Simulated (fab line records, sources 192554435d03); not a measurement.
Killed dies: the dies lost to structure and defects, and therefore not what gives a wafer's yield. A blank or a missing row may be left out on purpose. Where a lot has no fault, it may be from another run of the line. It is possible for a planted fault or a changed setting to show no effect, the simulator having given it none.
Matching of chambers + flow n5 finfet + N5_MOL_CONTACT_COAG_ALD_133 on ald sin-03: 4 sister chambers
The step deposits SiO2, target thk 5 nm, pulse time 1 s, co reactant pulse time 1 s. 4 wafers are shown with their chamber, then 10 later ones without.

WAFERS, EACH WITH ITS CHAMBER
| wafer  | chamber | heater power w (W) |
|--------|---------|--------------------|
| L082.3 | 3       | 66                 |
| L085.1 | 2       | 80                 |
| L091.1 | 1       | 80                 |
| L091.2 | 0       | 95                 |

WAFERS WITH NO CHAMBER GIVEN
| wafer  | heater power w (W) |
|--------|--------------------|
| L091.3 | 78                 |
| L091.4 | 69                 |
| L091.5 | 94                 |
| L091.6 | 82                 |
| L094.2 | 68                 |
| L094.3 | 95                 |
| L094.6 | 68                 |
| L095.2 | 96                 |
| L095.5 | 96                 |
| L095.6 | 68                 |

WHICH CHAMBER EACH ONE RAN IN
| wafer  | from the rows above     | in truth |
|--------|-------------------------|----------|
| L091.3 | can't be placed: 1 or 2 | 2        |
| L091.4 | 3                       | 3        |
| L091.5 | 0                       | 0        |
| L091.6 | can't be placed: 1 or 2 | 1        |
| L094.2 | 3                       | 3        |
| L094.3 | 0                       | 0        |
| L094.6 | 3                       | 3        |
| L095.2 | 0                       | 0        |
| L095.5 | 0                       | 0        |
| L095.6 | 3                       | 3        |
Placed correctly: 8 of 10. Can't be placed from these rows: 2 (the true chamber is among the candidates in 2). Placed wrongly: 0.
How it was worked out, from the rows above alone: a wafer's distance from a chamber is the root of the sum, over the readings, of the square of ((its reading less the chamber's mean) divided by the reading's scatter). If the next closest chamber is less than 2 further off than the closest, the wafer can't be placed; otherwise it belongs to the closest. The mean given for a chamber averages the wafers shown for that chamber. The scatter: with one shown wafer a chamber, the root of the mean of the squares of how far each hidden wafer lies from its nearest shown one.
